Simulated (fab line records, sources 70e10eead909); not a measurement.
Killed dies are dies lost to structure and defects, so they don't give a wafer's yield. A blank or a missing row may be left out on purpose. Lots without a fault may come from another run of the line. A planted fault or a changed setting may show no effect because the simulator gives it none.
Chamber matching | flow nand_harc | NHARC_A_BLC_ALD_23 on ald_metal-02: 4 sister chambers
The step deposits TiN, target thk 3 nm, pulse time 1 s, ald cycles 150. 4 wafers are shown with their chamber, then 9 later ones without.

WAFERS WITH THEIR CHAMBER
wafer  | chamber | heater_power_w (W)
L086.1 | 1       | 1045
L092.2 | 0       | 1006
L092.3 | 3       | 1312
L092.5 | 2       | 1314

WAFERS WITHOUT THEIR CHAMBER
wafer  | heater_power_w (W)
L093.2 | 1326
L093.3 | 1044
L093.6 | 1013
L094.1 | 1352
L094.3 | 1034
L094.4 | 1296
L096.2 | 1341
L096.4 | 1030
L096.6 | 1287

WHICH CHAMBER EACH WENT THROUGH
wafer  | from the rows above     | in truth
L093.2 | can't be placed: 2 or 3 | 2
L093.3 | can't be placed: 1 or 0 | 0
L093.6 | can't be placed: 0 or 1 | 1
L094.1 | can't be placed: 2 or 3 | 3
L094.3 | can't be placed: 1 or 0 | 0
L094.4 | can't be placed: 3 or 2 | 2
L096.2 | can't be placed: 2 or 3 | 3
L096.4 | can't be placed: 1 or 0 | 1
L096.6 | can't be placed: 3 or 2 | 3
Placed correctly: 0 of 9. Can't be placed from these rows: 9 (the true chamber is among the candidates in 9). Placed wrongly: 0.
How it was worked out, from the rows above alone: a wafer's distance from a chamber is the root of the sum, over the readings, of the square of ((its reading less the chamber's mean) divided by the reading's scatter). The wafer belongs to the nearest chamber; if the next one is less than 2 further off, it can't be placed. A chamber's mean is the mean of its shown wafers. The scatter: with one shown wafer a chamber, the root of the mean of the squares of how far each hidden wafer lies from its nearest shown one.
